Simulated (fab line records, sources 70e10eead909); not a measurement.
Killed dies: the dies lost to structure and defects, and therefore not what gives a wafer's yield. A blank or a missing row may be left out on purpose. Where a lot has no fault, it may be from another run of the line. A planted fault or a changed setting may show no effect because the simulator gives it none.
One fault seen from 2 desks + flow nand harc + only its own numbers are on each desk; what lay behind them is given at the end

== AT THE METROLOGY DESK ==
What the gauges read, lot by lot, whatever tool the lot ran on: means of the sampled wafers that have a number. If a lot's mean is further than 4 standard deviations from the usual mean, the lot is out of limits and carries the mark OUT (the distance appears in the brackets).
Columns: A = overlay x nm at NHARC_A_SLIT_OVL_MEAS_10, usual 0.0 nm; B = overlay y nm at NHARC_A_SLIT_OVL_MEAS_10, usual 0.4 nm
| lot  | first seen here | A    | B    |
|------|-----------------|------|------|
| L611 | day 14 20:31    | -0.7 | -0.1 |
| L613 | day 15 05:54    | 0.7  | 0.3  |
| L614 | day 15 06:15    | 0.3  | -0.1 |
| L615 | day 16 04:09    | -0.2 | 0.3  |
| L619 | day 16 12:47    | 0.6  | 1.0  |
| L618 | day 16 13:01    | 0.4  | 0.1  |
| L621 | day 17 13:53    | 0.1  | 0.8  |
| L623 | day 17 23:52    | -1.6 | 0.5  |
| L622 | day 18 01:36    | -0.4 | -0.6 |
| L626 | day 18 14:08    | 0.8  | 0.3  |
| L625 | day 18 15:16    | 0.4  | 0.7  |
| L628 | day 19 02:44    | -0.6 | 1.2  |
| L633 | day 19 22:19    | -0.5 | 0.8  |
This desk found nothing out of limits on any of the 13 lots.

== THE TOOL OWNER'S DESK: ald hk-04 ==
The tool's own readings at NHARC_A_WL_FILL_ALD_00 (deposits Al2O3, target thk 3 nm, pulse time 3 s, ald cycles 30): means of the sampled wafers that have a number, for each lot that ran on this tool. If a lot's mean is further than 4 standard deviations from the usual mean, the lot is out of limits and carries the mark OUT (the distance appears in the brackets).
Columns: A = heater power w at NHARC_A_WL_FILL_ALD_00, usual 469 W; B = precursor pulse height rel at NHARC_A_WL_FILL_ALD_00, usual 0.997
| lot  | first seen here | A   | B     |
|------|-----------------|-----|-------|
| L614 | day 15 17:20    | 457 | 0.982 |
| L618 | day 17 01:11    | 430 | 1.015 |
| L621 | day 18 02:20    | 479 | 0.992 |
| L622 | day 18 11:14    | 451 | 0.980 |
| L626 | day 19 01:32    | 460 | 0.993 |
| L628 | day 19 14:17    | 475 | 0.984 |
This desk found nothing out of limits on any of the 6 lots.

== PUT TOGETHER ==
From the metrology desk's view, nothing was out of limits.
Nothing out of limits was seen by the tool owner's desk.

== WHAT THE SIMULATOR HAD INSERTED ==
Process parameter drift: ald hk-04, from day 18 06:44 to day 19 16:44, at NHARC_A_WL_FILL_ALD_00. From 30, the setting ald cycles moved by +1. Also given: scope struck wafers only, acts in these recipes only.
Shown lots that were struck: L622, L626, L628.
